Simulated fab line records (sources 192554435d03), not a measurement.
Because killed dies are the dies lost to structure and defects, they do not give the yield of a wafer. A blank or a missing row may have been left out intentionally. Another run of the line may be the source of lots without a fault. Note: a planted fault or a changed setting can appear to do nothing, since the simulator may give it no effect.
Lot-split experiment / flow n5 finfet / 7 lots, 39 wafers read, on a route of 1938 steps

== THE SPLIT ==
At N5_MOL_CONTACT_COAG_ALD_27 (deposits SiOC, target thk 17 nm, pulse time 1.5 s, time 2720 s), the setting ald cycles was moved away from the recipe's 340 on 15 of the 39 wafers read, by -8.8% to +15.6%. This setting was run at the recipe's value on the other wafers.

The split's own step is where the reading is taken.

== THE READING ==
SiOC_of_MOL_CONTACT_COAG_ALD_27.thk nm (the simulator's own value, which no gauge read), in nm, at N5_MOL_CONTACT_COAG_ALD_27 (deposits SiOC, target thk 17 nm, pulse time 1.5 s, time 2720 s). No usual value for it is given in the file. Here, 24 wafers ran the recipe; their average is 16.9 nm with a standard deviation of 0.13 nm.

wafer=L075.1; tool, chamber at the split=ald sin-04, 1,0,3; ald cycles as run=362; against the recipe=+6.5%; SiOC_of_MOL_CONTACT_COAG_ALD_27.thk nm, nm=18.2; against lot-mates on the recipe=+1.2
wafer=L075.3; tool, chamber at the split=ald sin-04, 1,0,3; ald cycles as run=362; against the recipe=+6.5%; SiOC_of_MOL_CONTACT_COAG_ALD_27.thk nm, nm=18.2; against lot-mates on the recipe=+1.2
wafer=L075.6; tool, chamber at the split=ald sin-04, 1,0,3; ald cycles as run=362; against the recipe=+6.5%; SiOC_of_MOL_CONTACT_COAG_ALD_27.thk nm, nm=18.2; against lot-mates on the recipe=+1.2
wafer=L075.2; tool, chamber at the split=ald sin-04, 3; ald cycles as run=340; against the recipe=recipe; SiOC_of_MOL_CONTACT_COAG_ALD_27.thk nm, nm=16.8; against lot-mates on the recipe=-
wafer=L075.4; tool, chamber at the split=ald sin-04, 0; ald cycles as run=340; against the recipe=recipe; SiOC_of_MOL_CONTACT_COAG_ALD_27.thk nm, nm=17; against lot-mates on the recipe=-
wafer=L075.5; tool, chamber at the split=ald sin-04, 1; ald cycles as run=340; against the recipe=recipe; SiOC_of_MOL_CONTACT_COAG_ALD_27.thk nm, nm=17.2; against lot-mates on the recipe=-
wafer=L080.1; tool, chamber at the split=ald sin-02, 0,3; ald cycles as run=310; against the recipe=-8.8%; SiOC_of_MOL_CONTACT_COAG_ALD_27.thk nm, nm=15.4; against lot-mates on the recipe=-1.6
wafer=L080.5; tool, chamber at the split=ald sin-02, 0,3; ald cycles as run=310; against the recipe=-8.8%; SiOC_of_MOL_CONTACT_COAG_ALD_27.thk nm, nm=15.4; against lot-mates on the recipe=-1.6
wafer=L080.2; tool, chamber at the split=ald sin-02, 1,2,2; ald cycles as run=340; against the recipe=recipe; SiOC_of_MOL_CONTACT_COAG_ALD_27.thk nm, nm=17; against lot-mates on the recipe=-
wafer=L080.3; tool, chamber at the split=ald sin-02, 1,2,2; ald cycles as run=340; against the recipe=recipe; SiOC_of_MOL_CONTACT_COAG_ALD_27.thk nm, nm=17; against lot-mates on the recipe=-
wafer=L080.6; tool, chamber at the split=ald sin-02, 1,2,2; ald cycles as run=340; against the recipe=recipe; SiOC_of_MOL_CONTACT_COAG_ALD_27.thk nm, nm=17; against lot-mates on the recipe=-
wafer=L080.4; tool, chamber at the split=ald sin-02, 3; ald cycles as run=310; against the recipe=-8.8%; SiOC_of_MOL_CONTACT_COAG_ALD_27.thk nm, nm=15.6; against lot-mates on the recipe=-1.4
wafer=L082.2; tool, chamber at the split=ald sin-02, 0; ald cycles as run=340; against the recipe=recipe; SiOC_of_MOL_CONTACT_COAG_ALD_27.thk nm, nm=16.8; against lot-mates on the recipe=-
wafer=L082.3; tool, chamber at the split=ald sin-02, 2,0; ald cycles as run=340; against the recipe=recipe; SiOC_of_MOL_CONTACT_COAG_ALD_27.thk nm, nm=17; against lot-mates on the recipe=-
wafer=L082.6; tool, chamber at the split=ald sin-02, 2,0; ald cycles as run=340; against the recipe=recipe; SiOC_of_MOL_CONTACT_COAG_ALD_27.thk nm, nm=17; against lot-mates on the recipe=-
wafer=L084.1; tool, chamber at the split=ald sin-04, 3,0,2,3,0; ald cycles as run=340; against the recipe=recipe; SiOC_of_MOL_CONTACT_COAG_ALD_27.thk nm, nm=16.8; against lot-mates on the recipe=-
wafer=L084.3; tool, chamber at the split=ald sin-04, 3,0,2,3,0; ald cycles as run=340; against the recipe=recipe; SiOC_of_MOL_CONTACT_COAG_ALD_27.thk nm, nm=16.8; against lot-mates on the recipe=-
wafer=L084.4; tool, chamber at the split=ald sin-04, 3,0,2,3,0; ald cycles as run=340; against the recipe=recipe; SiOC_of_MOL_CONTACT_COAG_ALD_27.thk nm, nm=16.8; against lot-mates on the recipe=-
wafer=L084.5; tool, chamber at the split=ald sin-04, 3,0,2,3,0; ald cycles as run=340; against the recipe=recipe; SiOC_of_MOL_CONTACT_COAG_ALD_27.thk nm, nm=16.8; against lot-mates on the recipe=-
wafer=L084.6; tool, chamber at the split=ald sin-04, 3,0,2,3,0; ald cycles as run=340; against the recipe=recipe; SiOC_of_MOL_CONTACT_COAG_ALD_27.thk nm, nm=16.8; against lot-mates on the recipe=-
wafer=L084.2; tool, chamber at the split=ald sin-04, 1; ald cycles as run=340; against the recipe=recipe; SiOC_of_MOL_CONTACT_COAG_ALD_27.thk nm, nm=17; against lot-mates on the recipe=-
wafer=L091.1; tool, chamber at the split=ald sin-02, 3,0,1; ald cycles as run=318; against the recipe=-6.5%; SiOC_of_MOL_CONTACT_COAG_ALD_27.thk nm, nm=15.8; against lot-mates on the recipe=-1.0
wafer=L091.3; tool, chamber at the split=ald sin-02, 3,0,1; ald cycles as run=318; against the recipe=-6.5%; SiOC_of_MOL_CONTACT_COAG_ALD_27.thk nm, nm=15.8; against lot-mates on the recipe=-1.0
wafer=L091.5; tool, chamber at the split=ald sin-02, 3,0,1; ald cycles as run=318; against the recipe=-6.5%; SiOC_of_MOL_CONTACT_COAG_ALD_27.thk nm, nm=15.8; against lot-mates on the recipe=-1.0
wafer=L091.2; tool, chamber at the split=ald sin-02, 1,2,0; ald cycles as run=340; against the recipe=recipe; SiOC_of_MOL_CONTACT_COAG_ALD_27.thk nm, nm=16.8; against lot-mates on the recipe=-
wafer=L091.4; tool, chamber at the split=ald sin-02, 1,2,0; ald cycles as run=340; against the recipe=recipe; SiOC_of_MOL_CONTACT_COAG_ALD_27.thk nm, nm=16.8; against lot-mates on the recipe=-
wafer=L091.6; tool, chamber at the split=ald sin-02, 1,2,0; ald cycles as run=340; against the recipe=recipe; SiOC_of_MOL_CONTACT_COAG_ALD_27.thk nm, nm=16.8; against lot-mates on the recipe=-
wafer=L094.1; tool, chamber at the split=ald sin-02, 0,2,2; ald cycles as run=393; against the recipe=+15.6%; SiOC_of_MOL_CONTACT_COAG_ALD_27.thk nm, nm=19.6; against lot-mates on the recipe=+2.7
wafer=L094.2; tool, chamber at the split=ald sin-02, 0,2,2; ald cycles as run=393; against the recipe=+15.6%; SiOC_of_MOL_CONTACT_COAG_ALD_27.thk nm, nm=19.6; against lot-mates on the recipe=+2.7
wafer=L094.5; tool, chamber at the split=ald sin-02, 0,2,2; ald cycles as run=393; against the recipe=+15.6%; SiOC_of_MOL_CONTACT_COAG_ALD_27.thk nm, nm=19.6; against lot-mates on the recipe=+2.7
wafer=L094.3; tool, chamber at the split=ald sin-02, 3; ald cycles as run=340; against the recipe=recipe; SiOC_of_MOL_CONTACT_COAG_ALD_27.thk nm, nm=16.8; against lot-mates on the recipe=-
wafer=L094.4; tool, chamber at the split=ald sin-02, 1; ald cycles as run=340; against the recipe=recipe; SiOC_of_MOL_CONTACT_COAG_ALD_27.thk nm, nm=17; against lot-mates on the recipe=-
wafer=L094.6; tool, chamber at the split=ald sin-02, 1; ald cycles as run=340; against the recipe=recipe; SiOC_of_MOL_CONTACT_COAG_ALD_27.thk nm, nm=17; against lot-mates on the recipe=-
wafer=L095.1; tool, chamber at the split=ald sin-03, 0; ald cycles as run=321; against the recipe=-5.6%; SiOC_of_MOL_CONTACT_COAG_ALD_27.thk nm, nm=16.2; against lot-mates on the recipe=-0.9
wafer=L095.5; tool, chamber at the split=ald sin-03, 0; ald cycles as run=321; against the recipe=-5.6%; SiOC_of_MOL_CONTACT_COAG_ALD_27.thk nm, nm=16.2; against lot-mates on the recipe=-0.9
wafer=L095.2; tool, chamber at the split=ald sin-03, 2,1; ald cycles as run=340; against the recipe=recipe; SiOC_of_MOL_CONTACT_COAG_ALD_27.thk nm, nm=17; against lot-mates on the recipe=-
wafer=L095.4; tool, chamber at the split=ald sin-03, 2,1; ald cycles as run=340; against the recipe=recipe; SiOC_of_MOL_CONTACT_COAG_ALD_27.thk nm, nm=17; against lot-mates on the recipe=-
wafer=L095.3; tool, chamber at the split=ald sin-03, 3; ald cycles as run=321; against the recipe=-5.6%; SiOC_of_MOL_CONTACT_COAG_ALD_27.thk nm, nm=16; against lot-mates on the recipe=-1.1
wafer=L095.6; tool, chamber at the split=ald sin-03, 1; ald cycles as run=340; against the recipe=recipe; SiOC_of_MOL_CONTACT_COAG_ALD_27.thk nm, nm=17.2; against lot-mates on the recipe=-
Where a row lists several chambers, the file gives one row for several wafers and doesn't say which wafer went through which chamber.

THE FIT
A straight line over all 39 wafers: SiOC_of_MOL_CONTACT_COAG_ALD_27.thk nm changes by +0.171 nm for each +1% of ald cycles; r = +0.99; the points scatter about the line by 0.13 nm.
The same after taking each lot's own level away (the mean of its wafers on the recipe; 39 wafers): +0.171 nm for each +1%; r = +1.00; scatter 0.09 nm.
Per that fit: largest ald cycles move, reading shift of 2.7 nm.
The span of the lots' own levels, 16.80 to 17.07 nm, comes to 2.1 times the standard deviation stated above.
The two slopes are in agreement: the lot-to-lot level therefore moves the slope only a little.
Check: for one of the wafers moved furthest among these (+15.6%), held out of the fit, the line's prediction against its lot-mates is +2.68 nm. It came out at +2.67 nm against them.

== ADDITIONAL SPLITS CARRIED BY THESE WAFERS ==
Other splits were also applied to these wafers ahead of the reading. Each is held against what the fit with the lots' levels taken away leaves over:
other split on the same wafers=N5_FIN_CUT_ETCH_21 bias w; wafers away from the commonest value=9; r with SiOC_of_MOL_CONTACT_COAG_ALD_27.thk nm (lot level and that fit taken away)=+0.17
other split on the same wafers=N5_DUMMY_GATE_EXPOSE_12 dose mj; wafers away from the commonest value=12; r with SiOC_of_MOL_CONTACT_COAG_ALD_27.thk nm (lot level and that fit taken away)=+0.15
other split on the same wafers=N5_HKMG_FIN_ALD_21 ald cycles; wafers away from the commonest value=12; r with SiOC_of_MOL_CONTACT_COAG_ALD_27.thk nm (lot level and that fit taken away)=-0.18

== THE FILE'S OWN FIT ==
SiOC_of_MOL_CONTACT_COAG_ALD_27.thk nm changes by +0.171 nm for each +1% of ald cycles, r = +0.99.
